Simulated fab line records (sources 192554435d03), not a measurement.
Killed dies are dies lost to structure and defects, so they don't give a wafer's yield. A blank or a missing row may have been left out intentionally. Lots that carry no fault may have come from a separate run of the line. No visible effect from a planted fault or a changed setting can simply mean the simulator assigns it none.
fab line records	flow n5_finfet
record: lots: 6	wafers: 18	last_day: 19
route steps=1938 shown BEOL_M6@1219
lots with no fault: from the same line, run without faults
start_h: hours from the record's first day to the start of the lot's first wafer shown	wait_h: hours elapsed since this lot's preceding step	" unchanged from the row above	L1.1+2: several wafers, shown together as one row	- value missing, or start not given	* or withheld: withheld	< > ~ a bound
route shown NAME@n: names a module that has steps shown in the file, with the first one's number in the route	usual: average and standard deviation across the fault-free wafers	same: alike in all rows	chamber/n: place in a boat	sites: each site's reading	_std_site: how widely they spread, as a standard deviation	_edge_site: outer sites' mean less inner sites'	radius_mm: how far each site lies from the wafer's centre	mask NAME#n: copy n	behind: the most recent tool/chamber to have shaped the wafer	hold: what put the lot on hold/how long, in hours/how the hold closed	device: transistor that didn't switch, given as n, p or np	end of line: the tests these same wafers got at the end of their route	for a step that has no rows: nothing shown but its recipe	killed: the dies lost at the first sort to structure and to defects; this is not the yield of the wafer	map: per-die view of a wafer (x killed, . not killed, _ where there is no die)
set.NAME: the setting the step ran with; set.NAME@STEP: the setting that earlier step ran with	model.NAME: the simulator's own value behind a step, which no gauge read
certain route steps with their lots: each step a table, each wafer a row
services: the hour from which a tool's chamber was out of use, counted from the record's first day as start_h (under 0 if before that day), plus the number of hours and why
== steps ==
step: N5_BEOL_M6_COAT_64
recipe: resist: SiARC	temp_c: 220	time_s: 60	spin_rpm: 1500	resist_thk_nm: 12
step: N5_BEOL_M6_COAT_71
recipe: resist: underlayer	temp_c: 205	time_s: 60	spin_rpm: 1500	resist_thk_nm: 5
step: N5_BEOL_M6_COAT_22
recipe: resist: CAR-EUV	spin_rpm: 1500	resist_thk_nm: 30
step: N5_BEOL_M6_EBR_24
recipe: solvent: PGMEA	ebr_width_mm: 1.5
step: N5_BEOL_M6_SOFTBAKE_23
recipe: temp_c: 110	time_s: 60	resist: CAR-EUV
step: N5_BEOL_M6_EXPOSE_25
recipe: mask_id: V5	na: 0.33	source_shape: annular	sigma_inner: 0.4	sigma_outer: 0.8	polarization: unpolarized	target_cd_nm: 40	dose_mj: 45
step: N5_BEOL_M6_PEB_26
recipe: peb_temp_c: 100	peb_time_s: 60	resist: CAR-EUV
step: N5_BEOL_M6_DEVELOP_27
recipe: develop_time_s: 30	developer: TMAH	resist: CAR-EUV	rinse_liquid: surfactant_rinse	dry: air_spin	dev_temp_c: 23
step: N5_BEOL_M6_CD_MEAS_28
recipe: target_cd_nm: 40	landing_energy_ev: 500	detector: se_inlens
usual: cd_nm: 39.95/0.22
lot.wafer	tool	chamber	start_h	wait_h	cd_nm
L680.1	cd_sem-03	0	240.31	-	40.20
L680.2	"	0	"	"	39.96
L680.4	"	0	"	"	40.03
L686.3	cd_sem-01	0	301.88	-	40.12
L686.4	"	0	"	"	39.96
L686.6	"	0	"	"	39.90
L687.1	cd_sem-01	0	307.28	-	39.99
L687.3	"	0	"	"	39.58
L687.5	"	0	"	"	39.77
L688.1	cd_sem-01	0	308.08	-	39.72
L688.3	"	0	"	"	39.83
L688.4	"	0	"	"	39.94
L696.2	cd_sem-03	0	367.91	-	40.22
L696.3	"	0	"	"	40.24
L696.6	"	0	"	"	39.89
L698.2	cd_sem-02	0	374.12	-	40.10
L698.3	"	0	"	"	39.89
L698.5	"	0	"	"	39.65
step: N5_BEOL_M6_OVL_MEAS_29
recipe: points_per_wafer: 522
usual: V5_OVL: -0.3/0.79
same: points_per_wafer: 522
lot.wafer	tool	chamber	start_h	wait_h	V5_OVL[nm]
L680.1	overlay-02	0	240.34	0.0	-0.5
L680.2	"	0	"	"	-0.1
L680.4	"	0	"	"	0.1
L686.3	overlay-01	0	301.92	0.0	-1.9
L686.4	"	0	"	"	-0.6
L686.6	"	0	"	"	-1.4
L687.1	overlay-01	0	307.31	0.0	0.9
L687.3	"	0	"	"	0.1
L687.5	"	0	"	"	-0.1
L688.1	overlay-02	0	308.11	0.0	-2.0
L688.3	"	0	"	"	-1.7
L688.4	"	0	"	"	-0.6
L696.2	overlay-02	0	367.95	0.0	-0.7
L696.3	"	0	"	"	-0.1
L696.6	"	0	"	"	-0.6
L698.2	overlay-01	0	374.16	0.0	-0.8
L698.3	"	0	"	"	-0.2
L698.5	"	0	"	"	0.4
step: N5_BEOL_M6_INSPECT_30
recipe: mode: adi	inspect_instrument: brightfield
usual: raw_defect_count: 407/110
lot.wafer	tool	chamber	start_h	wait_h	raw_defect_count
L680.1	defect_inspect-02	-	240.40	0.1	473
L680.2	"	-	"	"	492
L680.4	"	-	"	"	333
L686.3	defect_inspect-02	-	301.96	0.0	334
L686.4	"	-	"	"	352
L686.6	"	-	"	"	339
L687.1	defect_inspect-02	-	307.37	0.1	384
L687.3	"	-	"	"	531
L687.5	"	-	"	"	366
L688.1	defect_inspect-01	-	308.17	0.1	239
L688.3	"	-	"	"	236
L688.4	"	-	"	"	238
L696.2	defect_inspect-02	-	368.00	0.0	473
L696.3	"	-	"	"	422
L696.6	"	-	"	"	338
L698.2	defect_inspect-01	-	374.21	0.0	389
L698.3	"	-	"	"	359
L698.5	"	-	"	"	384
step: N5_BEOL_M6_DESCUM_33
recipe: chemistry: O2	time_s: 7	source_power_w: 50	bias_power_w: 20	pressure_mtorr: 20	rf_frequency_hz: 2.712e+07	temp_c: 40	resist: CAR-EUV	o2_flow_sccm: 225
usual: chamber_pressure_mTorr: 19.999/0.018	drypump_motor_current_A: 5.47/0.21	oes_product_au: 0.77/0.069	rf_vpp_V: 243.0/1.3	showerhead_plenum_p_Torr: 2.08/0.068	throttle_valve_pct: 20.44/0.26
same: time_s: 7
lot.wafer	tool	chamber	start_h	wait_h	chamber_pressure_mTorr	drypump_motor_current_A	oes_product_au	rf_hours_counter_h	rf_vpp_V	showerhead_plenum_p_Torr	throttle_valve_pct
L680.1	rie_diel-03	1	240.44	0.0	20.004	5.45	0.86	61	242.6	2.12	20.03
L680.2	"	2	"	"	19.981	5.60	0.73	166	239.4	1.91	20.40
L680.4	"	3	"	"	20.028	5.28	0.84	67	242.1	2.12	20.71
L686.3	rie_diel-05	2	302.03	0.1	19.975	5.89	0.69	239	241.0	2.06	20.36
L686.4	"	1	"	"	19.993	5.55	0.89	-	243.9	2.14	20.43
L686.6	"	3	"	"	20.009	5.59	0.85	-	244.9	2.12	20.37
L687.1	rie_diel-03	3	307.59	0.2	19.993	5.31	0.82	87	242.3	2.12	20.75
L687.3	"	2	"	"	19.998	5.59	0.72	187	241.2	1.90	20.42
L687.5	"	0	"	"	20.019	5.43	0.69	-	244.2	2.08	20.48
L688.1	rie_diel-06	1	308.20	0.0	20.007	5.86	0.75	134	242.7	2.09	19.99
L688.3	"	2	"	"	19.994	5.27	0.69	230	242.6	2.07	20.25
L688.4	"	0	"	"	19.991	5.51	0.71	-	241.3	1.98	20.71
L696.2	rie_diel-05	2	368.03	0.0	19.989	5.90	0.98	1	242.9	2.06	20.00
L696.3	"	3	"	"	20.003	5.59	0.83	100	242.6	2.11	20.40
L696.6	"	1	"	"	19.988	5.56	0.84	-	243.5	2.13	20.46
L698.2	rie_diel-05	0	374.25	0.0	19.984	5.11	0.70	227	244.6	2.15	20.84
L698.3	"	3	"	"	19.978	5.59	0.81	102	243.8	2.11	20.41
L698.5	"	0	"	"	19.997	5.11	0.70	-	244.8	2.15	20.85
step: N5_BEOL_M6_ETCH_72
recipe: chemistry: N2/H2	target: underlayer	target_depth_a: 65	mask_material: CAR-EUV	time_s: 5.2	ion_energy_ev: 200	pressure_mtorr: 30	source_w: 840	bias_w: 150	n2_flow_sccm: 200	h2_flow_sccm: 200	ends: cleared
usual: bias_w: 150.0/0.47	chamber_pressure_mTorr: 30.01/0.04	drypump_motor_current_A: 5.48/0.22	etch_rf_on_time_s: 5.22/0.091	oes_product_au: 0.66/0.06	rf_vpp_V: 523.4/2.6	showerhead_plenum_p_Torr: 2.53/0.08	throttle_valve_pct: 17.86/0.22
lot.wafer	tool	chamber	start_h	wait_h	bias_w	chamber_pressure_mTorr	drypump_motor_current_A	etch_rf_on_time_s	oes_product_au	rf_hours_counter_h	rf_vpp_V	showerhead_plenum_p_Torr	throttle_valve_pct
L680.1	rie_diel-03	1	240.47	0.0	149.7	29.96	5.42	5.18	0.74	61	524.4	2.57	17.49
L680.2	"	2	"	"	149.6	29.96	5.61	5.24	0.62	166	516.1	2.33	17.86
L680.4	"	3	"	"	150.2	30.00	5.32	5.24	0.71	67	524.6	2.57	18.03
L686.3	rie_diel-05	2	302.06	0.0	150.1	30.01	5.94	5.39	0.58	239	522.9	2.51	17.75
L686.4	"	1	"	"	150.0	29.97	5.58	4.99	0.76	-	524.3	2.59	17.90
L686.6	"	3	"	"	150.3	30.05	5.58	5.19	0.73	-	523.2	2.57	17.74
L687.1	rie_diel-03	3	307.62	0.0	-	-	-	-	-	-	-	-	-
L687.3	"	2	"	"	-	-	-	-	-	-	-	-	-
L687.5	"	0	"	"	-	-	-	-	-	-	-	-	-
L688.1	rie_diel-06	1	308.24	0.0	-	-	-	-	-	-	-	-	-
L688.3	"	2	"	"	-	-	-	-	-	-	-	-	-
L688.4	"	0	"	"	-	-	-	-	-	-	-	-	-
L696.2	rie_diel-05	2	368.07	0.0	149.6	30.02	5.88	5.13	0.84	1	524.7	2.50	17.35
L696.3	"	3	"	"	149.5	30.03	5.60	5.17	0.70	100	525.6	2.56	17.75
L696.6	"	1	"	"	149.8	30.01	5.57	5.06	0.73	-	524.1	2.58	17.91
L698.2	rie_diel-05	0	374.28	0.0	150.7	30.02	5.11	5.24	0.61	227	525.7	2.61	18.22
L698.3	"	3	"	"	149.7	30.01	5.61	5.21	0.70	102	525.1	2.56	17.79
L698.5	"	0	"	"	150.2	29.98	5.14	5.24	0.59	-	526.6	2.61	18.24
step: N5_BEOL_M6_ETCH_65
recipe: chemistry: CF4	target: SiARC	target_depth_a: 156	mask_material: CAR-EUV	time_s: 26	ion_energy_ev: 80	pressure_mtorr: 40	source_w: 545	bias_w: 36	Ar_flow_sccm: 100	cf4_flow_sccm: 100	ends: cleared
usual: bias_w: 36.01/0.12	cf4_flow_sccm: 100.0/0.31	chamber_pressure_mTorr: 40.00/0.037	drypump_motor_current_A: 5.47/0.21	etch_rf_on_time_s: 26.1/0.41	oes_product_au: 0.66/0.059	rf_vpp_V: 183.9/1.2	showerhead_plenum_p_Torr: 2.14/0.063	throttle_valve_pct: 15.64/0.24
lot.wafer	tool	chamber	start_h	wait_h	bias_w	cf4_flow_sccm	chamber_pressure_mTorr	drypump_motor_current_A	etch_rf_on_time_s	oes_product_au	rf_hours_counter_h	rf_vpp_V	showerhead_plenum_p_Torr	throttle_valve_pct
L680.1	rie_diel-03	1	240.49	0.0	36.24	100.7	39.99	5.44	26.2	0.73	61	185.1	2.17	15.21
L680.2	"	2	"	"	35.94	99.9	40.03	5.61	26.1	0.63	166	182.6	1.98	15.72
L680.4	"	3	"	"	35.90	100.2	39.99	5.24	26.1	0.71	67	184.8	2.17	15.82
L686.3	rie_diel-05	2	302.08	0.0	35.96	100.2	39.99	5.93	26.9	0.59	239	184.4	2.12	15.61
L686.4	"	1	"	"	36.03	99.3	39.99	5.50	25.2	0.76	-	184.9	2.18	15.49
L686.6	"	3	"	"	36.25	100.0	39.97	5.58	25.8	0.73	-	184.5	2.17	15.52
L687.1	rie_diel-03	3	307.64	0.0	36.09	100.0	40.03	5.26	26.3	0.69	87	184.5	2.16	15.84
L687.3	"	2	"	"	36.01	99.8	39.97	5.61	26.6	0.60	187	181.8	1.97	15.75
L687.5	"	0	"	"	35.93	99.8	39.95	5.45	26.9	0.59	-	183.3	2.13	15.71
L688.1	rie_diel-06	1	308.26	0.0	36.03	100.0	39.98	5.87	25.8	0.64	134	183.8	2.16	15.30
L688.3	"	2	"	"	35.93	100.1	40.06	5.27	26.0	0.60	230	183.9	2.12	15.52
L688.4	"	0	"	"	36.18	100.8	40.03	5.56	26.5	0.60	-	182.9	2.03	15.89
L696.2	rie_diel-05	2	368.09	0.0	36.08	100.3	40.03	5.90	25.6	0.85	1	182.4	2.11	15.15
L696.3	"	3	"	"	36.13	100.1	40.00	5.59	26.1	0.70	100	183.8	2.16	15.58
L696.6	"	1	"	"	35.75	99.5	39.99	5.54	25.1	0.73	-	184.1	2.17	15.55
L698.2	rie_diel-05	0	374.30	0.0	36.06	99.8	40.04	5.10	26.4	0.60	227	185.3	2.20	16.07
L698.3	"	3	"	"	36.16	100.2	40.01	5.58	26.4	0.69	102	183.9	2.16	15.58
L698.5	"	0	"	"	36.07	99.6	40.00	5.11	26.6	0.60	-	185.6	2.20	16.06
== services ==
tool	chamber	start_h	hours	kind
rie_diel-06	2	285.04	20.5	repair
rie_diel-03	1	290.99	9.8	repair
rie_diel-05	0	297.70	19.9	repair
rie_diel-06	0	300.01	1.3	repair
rie_diel-06	3	303.75	16.3	repair
rie_diel-06	2	311.68	4.3	repair
rie_diel-06	-	315.30	0.9	repair
rie_diel-05	1	340.08	4.4	repair
rie_diel-05	2	342.03	3.2	repair
rie_diel-06	0	358.73	-	clean
rie_diel-06	0	358.73	-	consumable_replace:focus_ring
rie_diel-06	0	358.73	-	consumable_replace:showerhead
rie_diel-06	0	358.73	18.1	scheduled_down
rie_diel-06	0	358.73	18.1	vent_cycle
rie_diel-03	1	369.64	16.3	repair
== key ==
first_sign: step: N5_BEOL_M6_ETCH_72	reading: tool_record	direction: missing
effect none on later readings
met_at N5_BEOL_M6_ETCH_72
struck_wafers L687.1,L687.3,L687.5,L688.1,L688.3,L688.4
onset_between 240.47 307.62
fault: kind: skipped_step_whole	tool: rie_diel-03,rie_diel-06	chamber: -	onset_h: 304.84	steps: N5_BEOL_M6_ETCH_72	scope: struck_lots_only
